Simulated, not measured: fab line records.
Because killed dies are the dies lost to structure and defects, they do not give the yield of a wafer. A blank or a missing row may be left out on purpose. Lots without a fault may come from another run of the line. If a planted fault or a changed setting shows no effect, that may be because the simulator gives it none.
Tool commonality check | flow nandHarc | 12 lots, 36 wafers sampled

REASON IT WAS OPENED
On 2 of the 12 lots, a flag is raised at NHARC_A_ONON_D2_THK_MEAS_14 on the reading thkNm. Fault-free wafers read 1000 nm, with a standard deviation of 9.5.
Rule: flag the lot when none of its wafers has a number, or when each of its wafers that has one lies beyond 4 standard deviations from that mean. As for the other lots, they are considered sound.

lot  | measured     | on           | thkNm (nm), wafer by wafer | flag
L735 | day 13 03:17 | filmMetro-02 | 1022 1022 1023             | 
L736 | day 13 14:08 | filmMetro-01 | 982 982 982                | 
L737 | day 13 23:16 | filmMetro-01 | 1005 1007 1005             | 
L738 | day 14 09:38 | filmMetro-02 | 1004 1003 1003             | 
L739 | day 14 18:04 | filmMetro-02 | 1001 1002 1003             | 
L741 | day 15 14:12 | filmMetro-01 | 984 986 984                | 
L747 | day 18 12:19 | filmMetro-02 | 1586 1586 1587             | FLAGGED
L748 | day 18 21:16 | filmMetro-02 | 1596 1596 1595             | FLAGGED
L752 | day 20 23:50 | filmMetro-01 | 1008 1007 1007             | 
L754 | day 21 06:01 | filmMetro-01 | 982 985 985                | 
L756 | day 21 06:10 | filmMetro-02 | 998 997 999                | 
L757 | day 22 05:19 | filmMetro-02 | 997 998 997                | 
Average over the flagged lots: 1591 nm; offset from the usual +591 nm, equal to +62 standard deviations.

EACH LOT AND THE TOOL IT RAN ON
Before the reading, the record contains 2 process steps out of a 1302-step route. Read each cell as the tool, then ch plus the chambers that the sampled wafers visited, then the start.
lot  | flag    | NHARC_A_CHANNEL_FILL_D1_STRIP_29             | NHARC_A_ONON_D2_DEP_12
L735 |         | rieDiel-13 ch 1,3, day 11 07:31              | pecvdOnon-04 ch 0, day 13 02:46
L736 |         | rieDiel-10 ch 0,3, day 13 13:00 or earlier   | pecvdOnon-04 ch 0, day 13 13:37
L737 |         | rieDiel-05 ch 0,2,3, day 13 22:08 or earlier | pecvdOnon-04 ch 0, day 13 22:48
L738 |         | rieDiel-13 ch 0,1,2, day 14 08:31 or earlier | pecvdOnon-01 ch 0, day 14 09:08
L739 |         | rieDiel-10 ch 0,1,2, day 14 16:56 or earlier | pecvdOnon-01 ch 0, day 14 17:33
L741 |         | rieDiel-13 ch 1,3, day 13 18:36              | pecvdOnon-04 ch 0, day 15 13:41
L747 | FLAGGED | rieDiel-05 ch 0,2,3, day 18 11:11 or earlier | pecvdOnon-04 ch 0, day 18 11:48
L748 | FLAGGED | rieDiel-10 ch 1,2,3, day 18 20:08 or earlier | pecvdOnon-04 ch 0, day 18 20:49
L752 |         | rieDiel-13 ch 1,2,3, day 20 22:42 or earlier | pecvdOnon-01 ch 0, day 20 23:23
L754 |         | rieDiel-10 ch 0,2,3, day 21 04:53 or earlier | pecvdOnon-01 ch 0, day 21 05:30
L756 |         | rieDiel-13 ch 0,1,3, day 21 05:02 or earlier | pecvdOnon-04 ch 0, day 21 05:39
L757 |         | rieDiel-10 ch 0,1,3, day 20 03:03            | pecvdOnon-01 ch 0, day 22 04:52
What the steps here do:
- NHARC_A_CHANNEL_FILL_D1_STRIP_29: strips in O2, time 20 s.
- NHARC_A_ONON_D2_DEP_12: target thk 1000 nm.
- NHARC_A_ONON_D2_THK_MEAS_14: measures by ellipsometry.

FLAGGED AGAINST TOTAL, ONE TOOL AT A TIME (gauges that did the reading follow at the end)
step                             | tool         | lots run | flagged | share of the flagged lots | sound lots run after its first flagged lot
NHARC_A_CHANNEL_FILL_D1_STRIP_29 | rieDiel-05   | 2        | 1       | some                      | 0
NHARC_A_CHANNEL_FILL_D1_STRIP_29 | rieDiel-10   | 5        | 1       | some                      | 2 (L754,L757)
NHARC_A_CHANNEL_FILL_D1_STRIP_29 | rieDiel-13   | 5        | 0       | none                      | -
NHARC_A_ONON_D2_DEP_12           | pecvdOnon-01 | 5        | 0       | none                      | -
NHARC_A_ONON_D2_DEP_12           | pecvdOnon-04 | 7        | 2       | all                       | 1 (L756)
NHARC_A_ONON_D2_THK_MEAS_14      | filmMetro-01 | 5        | 0       | none                      | -
NHARC_A_ONON_D2_THK_MEAS_14      | filmMetro-02 | 7        | 2       | all                       | 2 (L756,L757)
NHARC_A_CHANNEL_FILL_D1_STRIP_29 gives no start for some lots, so the hours and the order of its lots are those of NHARC_A_ONON_D2_THK_MEAS_08.

WHAT IS ALLOWED BY THE TABLE
In 2 table rows, all flagged lots were run: pecvdOnon-04 (NHARC_A_ONON_D2_DEP_12), filmMetro-02 (NHARC_A_ONON_D2_THK_MEAS_14).
- pecvdOnon-04 at NHARC_A_ONON_D2_DEP_12: 2 of its 7 lots flagged. Sound lots followed the first flagged one (L756) on it, something a lasting fault affecting the whole tool could not allow.
- filmMetro-02 at NHARC_A_ONON_D2_THK_MEAS_14: 2 of its 7 lots flagged. Sound lots followed the first flagged one (L756, L757) on it, something a lasting fault affecting the whole tool could not allow.
Every row of the table either missed a flagged lot or ran a sound lot after the first.

WHAT WAS PUT IN BY THE SIMULATOR
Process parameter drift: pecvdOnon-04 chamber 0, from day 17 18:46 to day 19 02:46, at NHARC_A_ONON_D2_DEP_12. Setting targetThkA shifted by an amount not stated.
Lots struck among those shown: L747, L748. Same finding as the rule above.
